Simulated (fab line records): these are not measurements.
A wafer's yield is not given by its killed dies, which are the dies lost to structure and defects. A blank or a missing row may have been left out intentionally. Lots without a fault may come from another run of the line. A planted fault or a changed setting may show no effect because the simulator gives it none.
A single fault, viewed from 3 desks || flow nand-harc || what lay behind the numbers comes last; until then each desk has only its own

## THE TOOL OWNER'S DESK: arfi-scanner-02
The tool's own readings at NHARC_P_M2_EXPOSE_06 (exposes mask P M2, target cd 170 nm): means of the sampled wafers that have a number, for each lot that ran on this tool. Any lot whose mean is over 4 standard deviations away from the usual mean is out of limits and marked OUT; that distance is given in the brackets.
Columns: A = focus-offset-nm at NHARC_P_M2_EXPOSE_06, usual -0.1 nm; B = stage-vel-mm-s at NHARC_P_M2_EXPOSE_06, usual 500.01 mm/s
{"lot": "L570", "first seen here": "day 8 12:55", "A": 0.2, "B": 499.82}
This desk's finding: nothing out of limits on the one lot.

## AT THE METROLOGY DESK
What the gauges read for every lot (on any tool): the sampled wafers with a number, averaged. Any lot whose mean is over 4 standard deviations away from the usual mean is out of limits and marked OUT; that distance is given in the brackets.
Columns: A = cd-nm at NHARC_P_M2_CD_MEAS_09, usual 170.0 nm
{"lot": "L562", "first seen here": "day 6 04:22", "A": 169.5}
{"lot": "L561", "first seen here": "day 6 09:55", "A": 170.1}
{"lot": "L570", "first seen here": "day 8 13:03", "A": "173.1 (+6.3) OUT"}
{"lot": "L573", "first seen here": "day 9 11:32", "A": 170.0}
{"lot": "L574", "first seen here": "day 9 14:06", "A": 170.0}
{"lot": "L576", "first seen here": "day 9 20:24", "A": 169.7}
{"lot": "L577", "first seen here": "day 9 21:53", "A": 170.4}
{"lot": "L579", "first seen here": "day 10 17:43", "A": 170.1}
{"lot": "L578", "first seen here": "day 10 18:05", "A": 170.6}
{"lot": "L580", "first seen here": "day 10 19:49", "A": 170.2}
{"lot": "L581", "first seen here": "day 11 04:10", "A": 169.2}
{"lot": "L582", "first seen here": "day 11 10:57", "A": 170.1}
This desk's verdict: out of limits on L570, starting with L570 at day 8 13:03 (cd-nm at NHARC_P_M2_CD_MEAS_09). L562, L561, L573, L574, L576, L577, L579, L578, L580, L581, L582 stayed within limits.

## THE DEFECT DESK
Counts from the inspections along the route, per lot, as means over the sampled wafers that have a number. Any lot whose mean is over 4 standard deviations away from the usual mean is out of limits and marked OUT; that distance is given in the brackets.
Columns: A = raw-defect-count at NHARC_P_M1_INSPECT_27, usual 302
{"lot": "L562", "first seen here": "day 6 02:59", "A": 161}
{"lot": "L561", "first seen here": "day 6 08:31", "A": 215}
{"lot": "L570", "first seen here": "day 8 11:37", "A": 319}
{"lot": "L573", "first seen here": "day 9 10:13", "A": 257}
{"lot": "L574", "first seen here": "day 9 12:20", "A": 257}
{"lot": "L576", "first seen here": "day 9 19:00", "A": 297}
{"lot": "L577", "first seen here": "day 9 20:29", "A": 351}
{"lot": "L579", "first seen here": "day 10 16:27", "A": 272}
{"lot": "L578", "first seen here": "day 10 16:48", "A": 411}
{"lot": "L580", "first seen here": "day 10 18:32", "A": 394}
{"lot": "L581", "first seen here": "day 11 02:29", "A": 166}
{"lot": "L582", "first seen here": "day 11 09:25", "A": 529}
This desk's verdict: no lot among the 12 shows anything out of limits.

## BROUGHT TOGETHER
L570 would have let the metrology desk raise an alarm at day 8 13:03.
The desk of the tool owner found nothing out of limits.
Nothing out of limits was seen by the defect desk.
On record at the tool owner's desk: L570, within its limits.
The defect desk has L570 on record, within its limits.
Of the lots named, all ran NHARC_P_M2_EXPOSE_06 on arfi-scanner-02.

## WHAT HAD BEEN PUT IN BY THE SIMULATOR
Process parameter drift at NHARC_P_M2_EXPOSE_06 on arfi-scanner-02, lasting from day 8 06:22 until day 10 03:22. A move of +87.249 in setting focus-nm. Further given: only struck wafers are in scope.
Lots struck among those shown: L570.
Time in hours between the start of the fault and the first out-of-limits reading at each desk: metrology desk, 7.
